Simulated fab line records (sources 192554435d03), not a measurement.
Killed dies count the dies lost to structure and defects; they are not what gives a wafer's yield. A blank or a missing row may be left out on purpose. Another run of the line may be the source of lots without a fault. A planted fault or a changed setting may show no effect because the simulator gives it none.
Matching of chambers | flow n5 finfet | N5_BEOL_M4_STRIP_66 on rie diel-02 has 4 sister chambers
The step strips in CF4. 20 wafers are shown with their chamber, then 10 later ones without.

== WAFERS, EACH WITH ITS CHAMBER ==
wafer  | chamber | showerhead plenum p Torr (Torr) | drypump motor current A (A) | throttle valve pct (%)
L076.3 | 2       | 1.78                            | 5.2                         | 13.8
L076.4 | 1       | 1.77                            | 5.5                         | 14.0
L076.5 | 0       | 1.89                            | 6.1                         | 12.9
L078.1 | 2       | 1.78                            | 5.2                         | 13.8
L078.2 | 3       | 1.72                            | 6.3                         | 13.4
L078.3 | 0       | 1.89                            | 6.1                         | 12.9
L078.4 | 1       | 1.77                            | 5.4                         | 14.0
L078.5 | 0       | 1.89                            | 6.1                         | 12.9
L078.6 | 3       | 1.72                            | 6.4                         | 13.5
L077.3 | 1       | 1.77                            | 5.5                         | 14.0
L077.4 | 0       | 1.89                            | 6.1                         | 12.9
L077.5 | 2       | 1.78                            | 5.2                         | 13.8
L075.1 | 1       | 1.77                            | 5.5                         | 14.0
L075.4 | 0       | 1.89                            | 6.1                         | 12.9
L075.5 | 0       | 1.89                            | 6.1                         | 12.9
L082.1 | 0       | 1.89                            | 6.1                         | 12.9
L082.4 | 0       | 1.89                            | 6.1                         | 12.9
L082.6 | 3       | 1.72                            | 6.3                         | 13.5
L087.3 | 3       | 1.71                            | 6.4                         | 13.5
L087.4 | 2       | 1.78                            | 5.2                         | 13.3

SIGNATURES (means of the wafers above)
reading                  | chamber 0 | chamber 1 | chamber 2 | chamber 3 | scatter within a chamber
showerhead plenum p Torr | 1.8900    | 1.7700    | 1.7800    | 1.7175    | 0.00217
drypump motor current A  | 6.100     | 5.475     | 5.200     | 6.350     | 0.0331
throttle valve pct       | 12.900    | 14.000    | 13.675    | 13.475    | 0.11
Rule: for a wafer and a chamber, the distance is found by dividing, reading by reading, the gap between the wafer's reading and the chamber's mean by the reading's scatter, squaring, summing and taking the root. If the next closest chamber is less than 2 further off than the closest, the wafer can't be placed; otherwise it belongs to the closest. How the scatter is found: for the shown wafers, subtract from each reading the mean of its chamber, square and add these, divide the total by (wafers less chambers), then take the root.

== WAFERS WHOSE CHAMBER IS MISSING ==
wafer  | showerhead plenum p Torr (Torr) | drypump motor current A (A) | throttle valve pct (%)
L087.5 | 1.71                            | 6.3                         | 13.5
L092.1 | 1.88                            | 6.1                         | 13.0
L092.3 | 1.78                            | 5.2                         | 13.3
L092.6 | 1.78                            | 5.2                         | 13.3
L095.1 | 1.76                            | 5.4                         | 13.5
L095.2 | 1.77                            | 5.2                         | 13.3
L095.3 | 1.71                            | 6.3                         | 13.5
L095.4 | 1.88                            | 6.1                         | 13.0
L095.5 | 1.71                            | 6.3                         | 13.6
L095.6 | 1.88                            | 6.1                         | 13.0

== THE CHAMBER EACH PASSED THROUGH ==
wafer  | from the rows above | in truth
L087.5 | 3                   | 3
L092.1 | 0                   | 0
L092.3 | 2                   | 2
L092.6 | 2                   | 2
L095.1 | 1                   | 1
L095.2 | 2                   | 2
L095.3 | 3                   | 3
L095.4 | 0                   | 0
L095.5 | 3                   | 3
L095.6 | 0                   | 0
Correctly placed: 10 of 10. Left unplaced by these rows: 0. Number placed wrongly: 0.
